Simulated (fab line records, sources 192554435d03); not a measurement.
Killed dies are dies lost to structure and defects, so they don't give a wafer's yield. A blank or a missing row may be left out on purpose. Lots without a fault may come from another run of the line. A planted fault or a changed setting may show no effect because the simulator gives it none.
Chamber matching | flow n5_finfet | N5_GATE_CUT_ETCH_28 on rie_diel-01: 4 sister chambers
The step etches underlayer in N2/H2, target depth 13 nm, time 10.4 s. 18 wafers are shown with their chamber, then 9 later ones without.

WAFERS WITH THEIR CHAMBER
wafer  | chamber | drypump_motor_current_A (A) | throttle_valve_pct (%) | showerhead_plenum_p_Torr (Torr)
L074.3 | 0       | 5.9                         | 17.92                  | 2.40
L074.4 | 2       | 6.6                         | 18.21                  | 2.51
L074.5 | 1       | 4.7                         | 18.15                  | 2.62
L075.1 | 0       | 5.8                         | 17.89                  | 2.39
L075.3 | 3       | 6.2                         | 17.61                  | 2.47
L075.6 | 2       | 6.6                         | 18.20                  | 2.51
L078.1 | 2       | 6.5                         | 18.22                  | 2.51
L078.4 | 2       | 6.5                         | 18.23                  | 2.51
L078.5 | 1       | 4.7                         | 18.19                  | 2.62
L083.4 | 3       | 6.2                         | 17.65                  | 2.46
L083.5 | 0       | 5.9                         | 17.51                  | 2.71
L083.6 | 3       | 6.2                         | 17.64                  | 2.46
L090.3 | 3       | 6.2                         | 17.68                  | 2.46
L090.4 | 0       | 5.9                         | 17.50                  | 2.70
L090.5 | 3       | 6.2                         | 17.67                  | 2.46
L091.2 | 3       | 6.2                         | 17.67                  | 2.46
L091.4 | 0       | 5.9                         | 17.52                  | 2.70
L091.6 | 3       | 6.2                         | 17.66                  | 2.46

SIGNATURES (means of the wafers above)
reading                  | chamber 0 | chamber 1 | chamber 2 | chamber 3 | scatter within a chamber
drypump_motor_current_A  | 5.880     | 4.700     | 6.550     | 6.200     | 0.0359
throttle_valve_pct       | 17.6680   | 18.1700   | 18.2150   | 17.6543   | 0.117
showerhead_plenum_p_Torr | 2.5800    | 2.6200    | 2.5100    | 2.4614    | 0.0904
Rule: a wafer's distance from a chamber is the root of the sum, over the readings, of the square of ((its reading less the chamber's mean) divided by the reading's scatter). The wafer belongs to the nearest chamber; if the next one is less than 2 further off, it can't be placed. The scatter: the root of (the sum of the squares of (reading less its chamber's mean) over the shown wafers, divided by (wafers less chambers)).

WAFERS WITHOUT THEIR CHAMBER
wafer  | drypump_motor_current_A (A) | throttle_valve_pct (%) | showerhead_plenum_p_Torr (Torr)
L092.2 | 5.8                         | 17.51                  | 2.70
L092.3 | 4.7                         | 17.76                  | 2.61
L092.5 | 6.2                         | 17.68                  | 2.45
L093.1 | 4.7                         | 17.79                  | 2.61
L093.4 | 4.7                         | 17.78                  | 2.61
L093.6 | 6.2                         | 17.66                  | 2.45
L097.2 | 4.7                         | 17.79                  | 2.61
L097.3 | 5.9                         | 17.54                  | 2.70
L097.4 | 6.6                         | 17.84                  | 2.50

WHICH CHAMBER EACH WENT THROUGH
wafer  | from the rows above | in truth
L092.2 | 0                   | 0
L092.3 | 1                   | 1
L092.5 | 3                   | 3
L093.1 | 1                   | 1
L093.4 | 1                   | 1
L093.6 | 3                   | 3
L097.2 | 1                   | 1
L097.3 | 0                   | 0
L097.4 | 2                   | 2
Placed correctly: 9 of 9. Can't be placed from these rows: 0. Placed wrongly: 0.
